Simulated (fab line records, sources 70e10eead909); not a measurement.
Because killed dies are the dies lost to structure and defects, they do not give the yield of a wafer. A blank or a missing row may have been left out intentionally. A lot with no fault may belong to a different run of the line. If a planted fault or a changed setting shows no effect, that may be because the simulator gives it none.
Which tool is to blame? || flow nand-harc || 42 wafers sampled from 14 lots at 1 step of a route of 1302

== WHAT THE GAUGES READ, wafer by wafer ==
NHARC_A_CONTACT_CD_MEAS_08: target cd 200 nm.
{"lot": "L911", "measured": "day 22 22:45", "on": "cd-sem-02", "cd-nm (nm)": "199.7 198.5 199.8"}
{"lot": "L914", "measured": "day 23 01:51", "on": "cd-sem-03", "cd-nm (nm)": "199.7 199.4 200.0"}
{"lot": "L915", "measured": "day 23 16:56", "on": "cd-sem-03", "cd-nm (nm)": "199.8 199.6 199.2"}
{"lot": "L916", "measured": "day 23 21:53", "on": "cd-sem-01", "cd-nm (nm)": "199.8 199.1 200.1"}
{"lot": "L919", "measured": "day 25 09:07", "on": "cd-sem-02", "cd-nm (nm)": "198.6 198.7 199.5"}
{"lot": "L918", "measured": "day 25 13:28", "on": "cd-sem-01", "cd-nm (nm)": "199.2 199.7 199.7"}
{"lot": "L920", "measured": "day 25 21:04", "on": "cd-sem-03", "cd-nm (nm)": "199.5 199.9 200.0"}
{"lot": "L921", "measured": "day 27 13:23", "on": "cd-sem-01", "cd-nm (nm)": "198.3 198.4 198.7"}
{"lot": "L924", "measured": "day 27 21:10", "on": "cd-sem-03", "cd-nm (nm)": "200.6 201.2 201.1"}
{"lot": "L928", "measured": "day 29 07:25", "on": "cd-sem-02", "cd-nm (nm)": "199.8 200.3 200.6"}
{"lot": "L926", "measured": "day 29 10:05", "on": "cd-sem-01", "cd-nm (nm)": "200.8 199.9 200.5"}
{"lot": "L929", "measured": "day 30 02:42", "on": "cd-sem-03", "cd-nm (nm)": "200.7 199.1 200.0"}
{"lot": "L933", "measured": "day 30 13:14", "on": "cd-sem-02", "cd-nm (nm)": "200.8 200.2 199.4"}
{"lot": "L934", "measured": "day 31 22:59", "on": "cd-sem-01", "cd-nm (nm)": "200.0 200.4 200.3"}

== TOOL THAT RAN EACH LOT (tool first, then ch and the chambers of the sampled wafers, then the start) ==
There is no process step in the record ahead of these readings.

== AS READ BY THE TOOLS THEMSELVES (means over the sampled wafers that have a number; for cases with no such wafer, the mark the record gives instead) ==
The record holds no such reading with a usual standard deviation.

== THE ANSWER, worked out from the rows above alone ==
Rule: the usual values come from the lots themselves. The widest of any qualifying gaps counts: lots, ordered by their means at a reading, are off when they make up no more than a third of the lots, leave a main group of 4 or more, and stand apart from it by 3 or more times the standard deviation of that group's means. If all means in a main group match to the digits the tables above print for the reading, that group is not used. A lot without any number at a reading at which 4 lots or more have one is off too. All remaining lots with rows at the step are treated as sound. Order of review: gauges by route order, followed by the tools' own readings, for which a lot's mean as printed above is used. The first step at which some lot is off is used, and at that step the reading that is off furthest; a lot without a number counts as furthest.
No lot is off at any reading shown: from this, nothing can be told.

== WHAT THE SIMULATOR HAD PUT IN ==
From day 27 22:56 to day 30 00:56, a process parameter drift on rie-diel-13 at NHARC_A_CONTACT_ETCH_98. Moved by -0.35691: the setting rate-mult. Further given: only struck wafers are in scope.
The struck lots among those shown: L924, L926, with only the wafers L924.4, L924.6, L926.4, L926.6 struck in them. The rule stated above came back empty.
